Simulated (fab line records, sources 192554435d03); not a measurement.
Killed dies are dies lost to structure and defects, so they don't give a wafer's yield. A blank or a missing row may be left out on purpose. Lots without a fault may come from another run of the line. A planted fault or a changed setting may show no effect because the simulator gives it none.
fab line records | flow n5_finfet
record lots=4 wafers=12 last_day=16
route steps=1938 shown BEOL_M15@1821 PASS1_DEP@1831 MIM_BOT@1832 MIM_TOP@1834 MIM_TOP_LITHO@1839 PASSIVATION@1936
lots that met no fault: from a run of the same line without faults
start_h: hours from the record's first day to the start of the lot's first wafer shown | wait_h: hours since the lot's step before | " the same as in the row above | L1.1+2: a row that stands for several wafers | - no value, or no start given | * or withheld: withheld | < > ~ a bound
route shown NAME@n: a module of which the file shows steps, and the number in the route of the first | usual: mean/standard deviation of fault-free wafers | same: alike in all rows | chamber/n: place in a boat | sites: the reading at each site | _std_site: their standard deviation | _edge_site: outer sites' mean less inner sites' | radius_mm: how far each site lies from the wafer's centre | mask NAME#n: copy n | behind: the tool/chamber that last shaped the wafer | hold: why the lot was held/for how many hours/how that ended | device: the transistor (n, p or np) that didn't switch | end of line: the same wafers' tests at the end of the route | a step without rows: its recipe alone | killed: dies lost to structure and defects at the first sort, not the wafer's yield | map: a wafer's dies, x killed, . not, _ none there
set.NAME: the setting as run; set.NAME@STEP: as run at that earlier step | model.NAME: the simulator's own value behind a step, which no gauge read
lots at some steps of the route; a table a step, a row a wafer
## steps
# step N5_BEOL_M15_SPUTTER_45
# recipe material=Cu target_thk_a=1000 temp_c=-20 bias_v=60 power_w=26000 chamber_pressure_pa=0.13 time_s=16.67
# step N5_BEOL_M15_ECD_47
# recipe material=Cu target_thk_a=18600
# step N5_BEOL_M15_ANNEAL_48
# recipe temp_c=225 time_s=90 ambient=N2
# step N5_BEOL_M15_CMP_49
# recipe stop_on=SiO2 t_overpolish_s=4.9 down_force_psi=2 platen_rpm=80 clearing_platen_down_force_psi=2 clearing_platen_rpm=80 post_cmp_clean=cu_alkaline target_thk_nm=850 clearing_platen_pad_velocity_m_s=1.5917 pad_velocity_m_s=1.5917
# step N5_BEOL_M15_PRE_CLEAN_52
# recipe gas=NH3 time_s=15 temp_c=withheld rf_power_w=300
# step N5_BEOL_M15_DEP_53
# recipe material=SiCN target_thk_a=500 temp_c=withheld precursor=3MS/NH3 pressure_torr=3 rf_w=675 time_s=17.8
# step N5_PASSIVATION_PECVD_00
# recipe material=SiO2 target_thk_a=2000 temp_c=400 precursor=SiH4/N2O pressure_torr=2.7 rf_w=608 time_s=11.2
# step N5_MIM_BOT_DEGAS_01
# recipe ambient=vacuum temp_c=300 time_s=60
# step N5_MIM_BOT_SPUTTER_00
# recipe material=TiN target_thk_a=350 temp_c=200 power_w=3000 chamber_pressure_pa=0.49996 gas=Ar reactive_partial_pa=0.37997 time_s=89.7
# usual throttle_valve_pct=30.0/0.92
# columns lot.wafer tool chamber start_h wait_h throttle_valve_pct
L502.3 pvd_sputter-02 - 278.31 0.0 30.0
L502.4 " - " " 29.6
L502.5 " - " " 30.2
L515.3 pvd_sputter-02 - 351.85 0.0 29.3
L515.4 " - " " 31.3
L515.5 " - " " 29.5
L513.1 pvd_sputter-02 - 354.67 0.0 30.2
L513.2 " - " " 29.1
L513.5 " - " " 30.1
L517.2 pvd_sputter-02 - 364.87 0.0 29.3
L517.5 " - " " 29.6
L517.6 " - " " 30.9
# step N5_MIM_TOP_ALD_00
# recipe material=Al2O3 target_thk_a=* temp_c=withheld ald_precursor_family=TMA ald_co_reactant=O3 pulse_time_s=withheld purge_time_s=3 co_reactant_purge_time_s=withheld co_reactant_pulse_time_s=3 ald_cycles=withheld
# step N5_MIM_TOP_ALD_01
# recipe material=HfO2 target_thk_a=56 temp_c=withheld ald_precursor_family=Hf-amide ald_co_reactant=O3 pulse_time_s=1 purge_time_s=3 co_reactant_purge_time_s=2 co_reactant_pulse_time_s=3 ald_cycles=62
# step N5_MIM_TOP_ALD_02
# recipe material=Al2O3 target_thk_a=* temp_c=withheld ald_precursor_family=TMA ald_co_reactant=O3 pulse_time_s=withheld purge_time_s=3 co_reactant_purge_time_s=withheld co_reactant_pulse_time_s=3 ald_cycles=withheld
# step N5_MIM_TOP_DEGAS_04
# recipe ambient=vacuum temp_c=300 time_s=60
# step N5_MIM_TOP_SPUTTER_03
# recipe material=TiN target_thk_a=350 temp_c=200 power_w=3000 chamber_pressure_pa=0.49996 gas=Ar reactive_partial_pa=0.37997 time_s=89.7
# step N5_MIM_TOP_LITHO_HMDS_01
# recipe time_s=60 temp_c=120
# step N5_MIM_TOP_LITHO_COAT_02
# recipe spin_rpm=* resist_thk_nm=*
# step N5_MIM_TOP_LITHO_EBR_04
# recipe solvent=PGMEA ebr_width_mm=1.5
# step N5_MIM_TOP_LITHO_SOFTBAKE_03
# recipe temp_c=100 time_s=90
# step N5_MIM_TOP_LITHO_EXPOSE_05
# recipe mask_id=MIM_TOP na=0.55 source_shape=conventional sigma_outer=0.8 polarization=unpolarized target_cd_nm=2000 dose_mj=20.5
# step N5_MIM_TOP_LITHO_PEB_06
# recipe peb_temp_c=withheld peb_time_s=*
# step N5_MIM_TOP_LITHO_DEVELOP_07
# recipe develop_time_s=60 rinse_liquid=diw dry=air_spin dev_temp_c=21
# step N5_MIM_TOP_LITHO_HARDBAKE_09
# recipe temp_c=130 time_s=120
# step N5_MIM_TOP_LITHO_INSPECT_12
# recipe mode=adi inspect_instrument=macro
# usual raw_defect_count=2.3/1.6
# columns lot.wafer tool chamber start_h wait_h raw_defect_count
L502.3 defect_inspect-02 - 280.69 0.0 2
L502.4 " - " " 3
L502.5 " - " " 5
L515.3 defect_inspect-02 - 354.85 0.0 1
L515.4 " - " " 1
L515.5 " - " " 1
L513.1 defect_inspect-01 - 356.12 0.0 >300
L513.2 " - " " >300
L513.5 " - " " >300
L517.2 defect_inspect-02 - 367.92 0.0 >300
L517.5 " - " " >300
L517.6 " - " " >300
# step N5_MIM_TOP_LITHO_DESCUM_10
# recipe chemistry=O2 time_s=7.9 source_power_w=50 bias_power_w=20 pressure_mtorr=20 rf_frequency_hz=2.712e+07 temp_c=40 o2_flow_sccm=225
# step N5_PASSIVATION_PROBE_49
# usual defect_limited_yield=91.3/1.5 killed_at_M0_to_M3=33/12 killed_at_M4_up=15/5.2 killed_at_contacts=12/5.1 killed_at_front_end=39/11 killed_at_other=5/3.6 killed_dies=103/18 killed_on_rim=14/4.3 killed_open=67/13 killed_short=33/7.8 sort_bin_5_function=5.1/0.96 sort_bin_6_memory=3.2/0.71 sort_n_pass=1077/18 sort_yield_pct=91.3/1.5
# same gross_dies=1180 killed_at_back_side=0 sort_bin_4_leakage[%]=0 sort_bin_8_speed[%]=0
# columns lot.wafer tool chamber start_h wait_h defect_limited_yield[%] killed_at_M0_to_M3 killed_at_M4_up killed_at_contacts killed_at_front_end killed_at_other killed_dies killed_on_rim killed_open killed_short sort_bin_5_function[%] sort_bin_6_memory[%] sort_n_pass sort_yield_pct[%]
L515.3 prober-01 - 365.28 0.1 90.0 32 19 14 46 7 118 17 83 28 6.1 3.1 1062 90.0
L515.4 prober-01 - 365.33 0.2 92.5 13 14 18 39 5 89 16 60 29 4.0 3.1 1091 92.5
L515.5 prober-01 - 365.38 0.2 89.6 34 24 15 40 10 123 17 77 36 5.5 3.6 1057 89.6
L513.1 prober-02 - 366.13 0.0 81.2 41 10 11 30 130 222 32 63 28 10.8 3.9 958 81.2
L513.2 prober-02 - 366.18 0.1 84.7 36 10 15 32 87 180 36 66 31 9.0 3.8 1000 84.7
L513.5 prober-02 - 366.33 0.2 80.3 44 13 23 27 126 233 29 72 33 11.3 5.0 947 80.3
L517.2 prober-01 - 379.22 0.1 86.7 28 13 21 26 69 157 31 59 34 8.4 3.5 1023 86.7
L517.5 prober-01 - 379.37 0.2 78.5 39 6 17 29 163 254 15 64 35 12.8 4.5 926 78.5
L517.6 prober-01 - 379.42 0.3 81.7 30 5 18 28 135 216 20 64 19 10.0 4.3 964 81.7
# killed by level:class
L515.3 BEOL_M4:geometric_particle:open=17 MOL_CONTACT_COAG:geometric_particle:open=12 FIN_SAQP:geometric_particle:open=9 BEOL_M2:geometric_particle:open=9 STI_FIN_REVEAL:geometric_particle:open=7 BEOL_M0_SAQP:geometric_particle:open=7 HKMG_FIN:area_etch=7 DUMMY_GATE:geometric_particle:open=6
L515.4 FIN_SAQP:geometric_particle:short=18 MOL_CONTACT_COAG:geometric_particle:open=17 FIN_SAQP:geometric_particle:open=12 BEOL_M4:geometric_particle:open=9 BEOL_M2:geometric_particle:open=7 BEOL_M3:geometric_particle:open=4 GATE_CUT:geometric_particle:open=2 BEOL_M5:geometric_particle:short=2
L515.5 BEOL_M2:geometric_particle:open=11 MOL_CONTACT_COAG:geometric_particle:open=9 BEOL_M3:geometric_particle:open=9 BEOL_M4:geometric_particle:open=9 FIN_SAQP:geometric_particle:open=8 HKMG_FIN:area_etch=8 MOL_CONTACT_COAG:geometric_particle:short=6 FIN_SAQP:geometric_particle:short=4
L513.1 MIM_BOT:unspecified=129 BEOL_M3:geometric_particle:open=18 MOL_CONTACT_COAG:geometric_particle:open=7 BEOL_M0_SAQP:geometric_particle:open=7 STI_FIN_REVEAL:geometric_particle:open=6 BEOL_M1:geometric_particle:open=6 STARTING-WAFER:geometric_particle:open=5 FIN_SAQP:geometric_particle:short=4
L513.2 MIM_BOT:unspecified=78 MOL_CONTACT_COAG:geometric_particle:open=13 BEOL_M3:geometric_particle:open=12 FIN_SAQP:geometric_particle:open=8 BEOL_M2:geometric_particle:open=7 STI_FIN_REVEAL:geometric_particle:open=5 FIN_SAQP:geometric_particle:short=4 BEOL_M3:geometric_particle:short=4
L513.5 MIM_BOT:unspecified=125 MOL_CONTACT_COAG:geometric_particle:open=20 STI_FIN_REVEAL:geometric_particle:open=11 BEOL_M1:geometric_particle:open=9 BEOL_M3:geometric_particle:open=8 BEOL_M0_SAQP:geometric_particle:short=7 BEOL_M0_SAQP:geometric_particle:open=5 BEOL_M2:geometric_particle:open=5
L517.2 MIM_BOT:unspecified=63 MOL_CONTACT_COAG:geometric_particle:open=16 BEOL_M0_SAQP:geometric_particle:short=10 BEOL_M0_SAQP:geometric_particle:open=9 STI_FIN_REVEAL:geometric_particle:open=7 GATE_CUT:geometric_particle:short=5 MOL_CONTACT_COAG:geometric_particle:short=5 BEOL_M2:geometric_particle:open=4
L517.5 MIM_BOT:unspecified=155 MOL_CONTACT_COAG:geometric_particle:open=11 BEOL_M2:geometric_particle:open=9 BEOL_M1:geometric_particle:open=8 STI_FIN_REVEAL:geometric_particle:open=7 BEOL_M0_SAQP:geometric_particle:open=7 MOL_CONTACT_COAG:geometric_particle:short=6 BEOL_M2:geometric_particle:short=5
L517.6 MIM_BOT:unspecified=133 MOL_CONTACT_COAG:geometric_particle:open=16 BEOL_M2:geometric_particle:open=11 GATE_CUT:geometric_particle:open=6 BEOL_M0_SAQP:geometric_particle:short=6 BEOL_M1:geometric_particle:open=6 GATE_CUT:geometric_particle:short=4 STI_FIN_REVEAL:geometric_particle:open=4
# map L513.5 (x killed, . not)
_________________.....x......________________
______________..x..............._____________
___________xxxxxx..x............x..__________
__________xxxxxxx.x.x....x....x....._________
________xxxxxxxxxxxx..............xx.._______
_______xxxxxxxxxxxxx.....x..x.x.......x______
______xxxxxxxxxxxxxx.......x....xx......_____
_____xxxxxxxxxxxxxx..x...................____
____.xxxxxxxxxxxxxx.....x.....x...........___
___.xxxxxxxxxxxxxxx.x......................__
___.x...xxxxxxxxxx.x.....x..........x.....x__
__.x..xxxxxxxxx...x.x...xx...x....x........._
__...x.xx..xxxxxx............x.............._
_........xx....x.....x.......x....x..x.....x.
_......................................x.....
_..........xx.......................x........
_.x.xx..x..x...............x.............x...
_................x.............x.x........x..
_x..........x..........x.......x.............
_....x...xx............xx..................x.
_.........xx.......x.x.x.x...................
__......x........................x....x....._
__........x...x.x...............xx.........._
___......x.x.x.....................x..xx...__
___...........x.....x.....x................__
____...............x......................___
_____............x.x..x..x..x..........x.____
______.................................._____
_______................x..x............______
________....x...xx...........x........_______
__________.x......x...........x....._________
___________........................__________
______________.....x.....x.xx..._____________
_________________............________________
# map L517.5 (x killed, . not)
_________________.........x..________________
______________......x..........._____________
___________.x...........x..........__________
__________.........................._________
________x.x.xx.............x.........._______
_______.....x.....x........xx...x..x..x______
______...x..................xx...x..x.x._____
_____...............x.......x.xx..xx.x.x.____
____.......x.........x....x.xxxxxxxxxx...x___
___..x.....x.....x.x......xxxxxxxxxxxxxx...__
___..x..x..x....x.........xxxxxxxxxxxxxxxx.__
__.............x.x.x......xxxxxxxxxxxxxxx..._
__.......xx....x.........xxxxxxxxxxxxxxxx..._
_........x..........x.x...xxxxxxxxxxxxxx..x..
_....x...............x....xxxxxxxxxxxxxxx..x.
_.x..x..........x..........xxxxxxxxxxxxxx....
_...............x........xxxxxxxxxxxxxx.....x
_.x...x....x...............x.xxxxxxxxx.......
_.x....xx.....x.......x.....xxxxx.xx..x......
_......x.......x......x....xx..x..x...x.....x
_............................x..............x
__.............x....xx..............x......._
__...........x.............................._
___...........x....x...x......x............__
___............................x.......x...__
____..x...........................x...x...___
_____.x........x........xx......x.....x..____
______..............................x..._____
_______..........x.....................______
________......................x......x_______
__________..............x..........._________
___________.................x......__________
______________.x.......x........_____________
_________________...........x________________
## key
first_sign step=N5_MIM_TOP_LITHO_INSPECT_12 reading=raw_defect_count direction=up sigmas=99+ usual=2.3 struck=>300
effect step=N5_PASSIVATION_PROBE_49 reading=killed_at_other direction=up sigmas=32 usual=5 struck=118
more_kills_born_at N5_MIM_BOT_SPUTTER_00@pvd_sputter-02=683
met_at N5_MIM_BOT_SPUTTER_00
struck_wafers L513.1,L513.2,L513.5,L517.2,L517.5,L517.6
onset_between 351.85 354.67
also_fits time
fault kind=chamber_particle_source tool=pvd_sputter-02 chamber=- onset_h=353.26 steps=N5_MIM_BOT_SPUTTER_00 rate_per_visit_cm2=1.9285 end_h=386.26
